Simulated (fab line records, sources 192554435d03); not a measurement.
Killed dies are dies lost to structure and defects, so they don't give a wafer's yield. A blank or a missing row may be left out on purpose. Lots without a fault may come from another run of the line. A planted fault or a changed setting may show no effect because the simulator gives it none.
One fault seen from 2 desks | flow n5_finfet | each desk has only its own numbers; what lay behind them comes last

THE METROLOGY DESK
What the gauges read, lot by lot, whatever tool the lot ran on: means of the sampled wafers that have a number. A lot is out of limits, marked OUT, if its mean lies more than 4 standard deviations from the usual mean; the brackets give that distance.
Columns: A = M7_THK at N5_BEOL_M7_THK_MEAS_53, usual 78.6 nm; B = M7_RS at N5_BEOL_M7_RS_MEAS_57, usual 0.289 ohm/sq
lot  | first seen here | A    | B
L942 | day 10 16:29    | 80.7 | 0.281
L943 | day 10 19:43    | 80.4 | 0.280
L953 | day 13 18:21    | 78.4 | 0.289
L954 | day 13 23:55    | 78.6 | 0.289
L956 | day 14 08:29    | 79.2 | 0.284
L960 | day 14 09:34    | 79.7 | 0.285
L963 | day 15 11:50    | 74.4 | 0.304
This desk's finding: nothing out of limits on any of the 7 lots.

THE TOOL OWNER'S DESK: pecvd-02
The tool's own readings at N5_BEOL_M7_DEP_56 (deposits SiCN from 3MS/NH3, target thk 10 nm, time 17.5 s): means of the sampled wafers that have a number, for each lot that ran on this tool. A lot is out of limits, marked OUT, if its mean lies more than 4 standard deviations from the usual mean; the brackets give that distance.
Columns: A = showerhead_plenum_p_Torr at N5_BEOL_M7_DEP_56, usual 3.666 Torr; B = throttle_valve_pct at N5_BEOL_M7_DEP_56, usual 9.2 %
lot  | first seen here | A     | B
L943 | day 10 19:46    | 3.662 | 8.9
L953 | day 13 18:25    | 3.662 | 9.4
L954 | day 13 23:59    | 3.663 | 8.8
L956 | day 14 08:34    | 3.663 | 9.3
This desk's finding: nothing out of limits on any of the 4 lots.

PUT TOGETHER
The metrology desk saw nothing out of limits.
The tool owner's desk saw nothing out of limits.

WHAT THE SIMULATOR HAD PUT IN
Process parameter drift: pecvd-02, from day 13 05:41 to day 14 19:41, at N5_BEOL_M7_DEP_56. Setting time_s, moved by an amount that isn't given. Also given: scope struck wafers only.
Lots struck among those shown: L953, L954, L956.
